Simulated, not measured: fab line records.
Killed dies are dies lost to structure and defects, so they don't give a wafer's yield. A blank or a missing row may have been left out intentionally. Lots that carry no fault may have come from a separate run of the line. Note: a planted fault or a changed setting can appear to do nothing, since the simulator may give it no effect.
The tool behind it: which one? ; flow n5Finfet ; 12 lots with 36 wafers sampled at 6 steps, on a route of 1938 steps

WHAT EACH GAUGE READ, for each wafer
N5_BEOL_M2_RS_MEAS_58: the measuring method here is four-point-probe.
lot;measured;on;M2_RS (ohm/sq)
L075;day 6 23:23;filmMetro-01;0.645 0.645 0.709
L077;day 7 16:33;filmMetro-01;0.711 0.633 0.645
L080;day 8 07:12;filmMetro-02;0.665 0.672 0.672
L081;day 8 19:48;filmMetro-02;0.683 0.663 0.673
L083;day 9 05:35;filmMetro-02;0.644 0.642 0.681
L085;day 9 22:57;filmMetro-01;0.629 0.624 0.622
L087;day 10 02:03;filmMetro-02;0.677 0.657 0.639
L088;day 10 22:44;filmMetro-02;0.702 0.692 0.695
L091;day 11 09:47;filmMetro-02;0.696 0.673 0.679
L092;day 11 14:17;filmMetro-01;0.711 0.652 0.714
L095;day 12 13:36;filmMetro-02;0.678 0.671 0.688
L096;day 12 20:28;filmMetro-01;0.701 0.677 0.681

TOOL THAT RAN EACH LOT (tool first, then ch and the chambers of the sampled wafers, then the start)
lot;N5_BEOL_M2_ANNEAL_82;N5_BEOL_M2_SPUTTER_88;N5_BEOL_M2_SPUTTER_94;N5_BEOL_M2_PRE_CLEAN_60;N5_BEOL_M2_CO_CAP_55
L075;pvdSputter-02, day 6 20:47;pvdSputter-02, day 6 21:09;pvdSputter-02, day 6 21:49;cvdCo-01 ch 1,2, day 6 23:08;cvdCo-01 ch 1,2, day 6 23:10
L077;pvdSputter-01, day 7 14:13;pvdSputter-01, day 7 14:35;pvdSputter-01, day 7 15:14;cvdCo-02 ch 0,1,2, day 7 16:17;cvdCo-02 ch 0,1,2, day 7 16:19
L080;pvdSputter-03, day 8 04:55;pvdSputter-03, day 8 05:16;pvdSputter-03, day 8 05:56;cvdCo-01 ch 0,1,2, day 8 06:58;cvdCo-01 ch 0,1,2, day 8 07:01
L081;pvdSputter-01, day 8 17:23;pvdSputter-01, day 8 17:44;pvdSputter-01, day 8 18:24;cvdCo-01 ch 0,1,2, day 8 19:35;cvdCo-01 ch 0,1,2, day 8 19:37
L083;pvdSputter-01, day 9 03:17;pvdSputter-01, day 9 03:39;pvdSputter-01, day 9 04:19;cvdCo-01 ch 0,1,2, day 9 05:21;cvdCo-01 ch 0,1,2, day 9 05:23
L085;pvdSputter-03, day 9 18:50;pvdSputter-03, day 9 21:00;pvdSputter-03, day 9 21:40;cvdCo-01 ch 0,1, day 9 22:43;cvdCo-01 ch 0,1, day 9 22:46
L087;pvdSputter-02, day 9 23:25;pvdSputter-02, day 9 23:47;pvdSputter-02, day 10 00:26;cvdCo-01 ch 0,1, day 10 01:50;cvdCo-01 ch 0,1, day 10 01:52
L088;pvdSputter-02, day 10 20:16;pvdSputter-02, day 10 20:38;pvdSputter-02, day 10 21:17;cvdCo-01 ch 0,1,2, day 10 22:30;cvdCo-01 ch 0,1,2, day 10 22:32
L091;pvdSputter-03, day 11 06:34;pvdSputter-03, day 11 06:55;pvdSputter-03, day 11 07:35;cvdCo-02 ch 0,1, day 11 09:34;cvdCo-02 ch 0,1, day 11 09:37
L092;pvdSputter-02, day 11 11:52;pvdSputter-02, day 11 12:14;pvdSputter-02, day 11 12:53;cvdCo-01 ch 0,2, day 11 14:04;cvdCo-01 ch 0,2, day 11 14:06
L095;pvdSputter-03, day 12 11:19;pvdSputter-03, day 12 11:40;pvdSputter-03, day 12 12:20;cvdCo-01 ch 0,1,2, day 12 13:23;cvdCo-01 ch 0,1,2, day 12 13:25
L096;pvdSputter-03, day 12 18:11;pvdSputter-03, day 12 18:32;pvdSputter-03, day 12 19:12;cvdCo-02 ch 0,1,2, day 12 20:14;cvdCo-02 ch 0,1,2, day 12 20:17
- N5_BEOL_M2_ANNEAL_82: time 240 s.
- N5_BEOL_M2_SPUTTER_88: material Cu, target thk 4.5 nm, time 8.29 s.
- N5_BEOL_M2_SPUTTER_94: material Cu, target thk 4.5 nm, time 8.29 s.
- N5_BEOL_M2_PRE_CLEAN_60: time 15 s.
- N5_BEOL_M2_CO_CAP_55: material Co, precursor CCTBA/H2, target thk 2 nm, time 102.1 s.

THE ANSWER, worked out from the rows above alone
Rule: the lots themselves supply what counts as usual. The widest of any qualifying gaps counts: lots, ordered by their means at a reading, are off when they make up no more than a third of the lots, leave a main group of 4 or more, and stand apart from it by 3 or more times the standard deviation of that group's means. A main group is skipped when, at the precision printed for the reading in the tables above, its means are all equal. A lot without any number at a reading at which 4 lots or more have one is off too. Where the step has rows for the other lots, those lots are counted as sound.
Across all readings shown, no lot is off: no conclusion can be drawn from this.

WHAT THE SIMULATOR PUT IN
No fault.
